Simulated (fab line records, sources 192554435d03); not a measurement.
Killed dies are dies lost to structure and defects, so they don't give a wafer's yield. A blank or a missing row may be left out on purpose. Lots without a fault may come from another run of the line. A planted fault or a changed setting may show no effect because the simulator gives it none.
Problem report in the 8D (eight disciplines) form, filled by code | flow n5_finfet | the parts of the form that need people (team, actions taken, sign-off) are left out

1. THE PROBLEM
killed_at_M4_up at N5_PASSIVATION_PROBE_49 reads a mean of 97 on 3 wafers of 1 lot; wafers without a fault read 14 with a standard deviation of 4.8. That is +17 standard deviations from the usual mean.
First seen on wafer L907.1, day 15 20:08, on prober-01. The record holds 6 wafers of 2 lots with a number at this step. Rule for "out", or "out of limits": more than 4 standard deviations from the usual mean. The other wafers with a number count as sound.

2. WHAT IT IS AND WHAT IT IS NOT
question                    | is                                                                                   | is not
which readings at this step | killed_at_M4_up, defect_limited_yield, killed_dies, sort_bin_5_function, sort_n_pass | killed_at_M0_to_M3, killed_at_contacts, killed_at_front_end, killed_at_other, killed_open, killed_short, sort_bin_8_speed
which lots                  | L907                                                                                 | L903
which wafers of those lots  | all that have a number                                                               | -
read on which tools         | prober-01                                                                            | -
when                        | from day 15 20:08                                                                    | up to then (3 sound wafers)

3. SUSPECTS, AND WHAT RULES EACH OUT
Counting: a tool at a process step up to the reading stays a suspect if it ran every lot that is out and no sound lot after the first of them.
- pecvd-04 at N5_BEOL_M10_ILD_DEP_00 (deposits SiCOH lowk from DEMS/porogen, target thk 308.51 nm, time 58 s): kept. It ran the lot that is out, L907 (day 13 07:43), and no sound lot after that; its last sound lot up to then is L903 (day 12 07:43).
- prober-01 at N5_PASSIVATION_PROBE_49: kept. It ran the lot that is out, L907 (day 15 20:08), and no sound lot after that; its last sound lot up to then is L903 (day 14 13:37). Its own readings are out on those wafers: defect_limited_yield, killed_at_M4_up, killed_dies, sort_bin_5_function, sort_n_pass.
Left after counting: pecvd-04 at N5_BEOL_M10_ILD_DEP_00, prober-01 at N5_PASSIVATION_PROBE_49.

4. THE CAUSE (what the simulator had put in)
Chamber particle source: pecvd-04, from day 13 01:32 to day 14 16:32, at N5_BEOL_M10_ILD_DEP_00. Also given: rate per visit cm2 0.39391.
Counting left 2 suspects, and this tool is among them.

5. THE CHAIN OF EFFECTS, in route order
Each row: a reading whose mean over the struck wafers that have a number lies more than 3 standard deviations from the usual. Only readings for which the record gives a usual standard deviation are gone through. hours: the time from each lot's start at the first step in this table that gives one to its start at this step, as a median over the lots. sigmas: the change in usual standard deviations.
hours | step                    | reading              | usual  | on struck wafers | change | sigmas
0     | N5_PASSIVATION_PROBE_49 | defect_limited_yield | 91.0 % | 83.3             | -7.7   | -5.2
0     | N5_PASSIVATION_PROBE_49 | killed_at_M4_up      | 14     | 97               | +83    | +17
0     | N5_PASSIVATION_PROBE_49 | killed_dies          | 106    | 197              | +91    | +5.1
0     | N5_PASSIVATION_PROBE_49 | killed_on_rim        | 14     | 28               | +14    | +3.4
0     | N5_PASSIVATION_PROBE_49 | sort_bin_5_function  | 5.3 %  | 10.2             | +4.9   | +4.9
0     | N5_PASSIVATION_PROBE_49 | sort_n_pass          | 1074   | 983              | -91    | -5.1
The process steps in it:
- N5_PASSIVATION_PROBE_49

6. WHAT WOULD HAVE CAUGHT IT SOONER
In this record the first reading out of limits was taken at day 15 20:08, 67 hours after the fault began at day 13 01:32.
Of the tool readings at N5_BEOL_M10_ILD_DEP_00 for which the record gives a usual standard deviation, none was out on any struck wafer, so an alarm limit of 4 standard deviations on them would not have fired.
All the lots that are out (1) had begun N5_BEOL_M10_ILD_DEP_00 on pecvd-04 by day 15 20:08. A hold on the tool at that time would have spared none of them.
